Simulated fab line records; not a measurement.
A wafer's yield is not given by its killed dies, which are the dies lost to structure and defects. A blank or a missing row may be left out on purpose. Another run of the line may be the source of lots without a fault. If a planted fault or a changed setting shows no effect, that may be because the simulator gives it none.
Chamber matching | flow nand_harc | 4 sister chambers for NHARC_P_M0_CMP_23 on cmp-02
The step polishes, t overpolish 20 s, target thk 117.54 nm. 4 wafers are shown with their chamber, then 8 later ones without.

## EACH WAFER AND ITS CHAMBER
wafer  | chamber | motor_current_A (A)
L078.2 | 1       | 13.7
L080.5 | 3       | 10.8
L085.1 | 2       | 10.7
L091.2 | 0       | 10.8

## WAFERS WITHOUT THEIR CHAMBER
wafer  | motor_current_A (A)
L091.3 | 11.5
L091.6 | 10.7
L096.1 | 11.0
L096.3 | 13.6
L096.5 | 13.2
L097.2 | 10.2
L097.3 | 10.6
L097.4 | 11.3

## WHICH CHAMBER EACH WENT THROUGH
wafer  | from the rows above          | in truth
L091.3 | can't be placed: 0 or 3 or 2 | 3
L091.6 | can't be placed: 2 or 0 or 3 | 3
L096.1 | can't be placed: 0 or 3 or 2 | 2
L096.3 | 1                            | 1
L096.5 | 1                            | 1
L097.2 | can't be placed: 2 or 0 or 3 | 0
L097.3 | can't be placed: 2 or 0 or 3 | 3
L097.4 | can't be placed: 0 or 3 or 2 | 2
2 of 8 placed correctly. Unplaceable from these rows: 6, with the true chamber sitting among the candidates in 6. Placed wrongly: 0.
How it was worked out, from the rows above alone: a wafer's distance from a chamber is the root of the sum, over the readings, of the square of ((its reading less the chamber's mean) divided by the reading's scatter). If the next closest chamber is less than 2 further off than the closest, the wafer can't be placed; otherwise it belongs to the closest. Each chamber's mean is taken over the wafers shown for it. The scatter (one wafer shown for each chamber): square how far every hidden wafer sits from the nearest shown wafer, average those squares and take the square root.
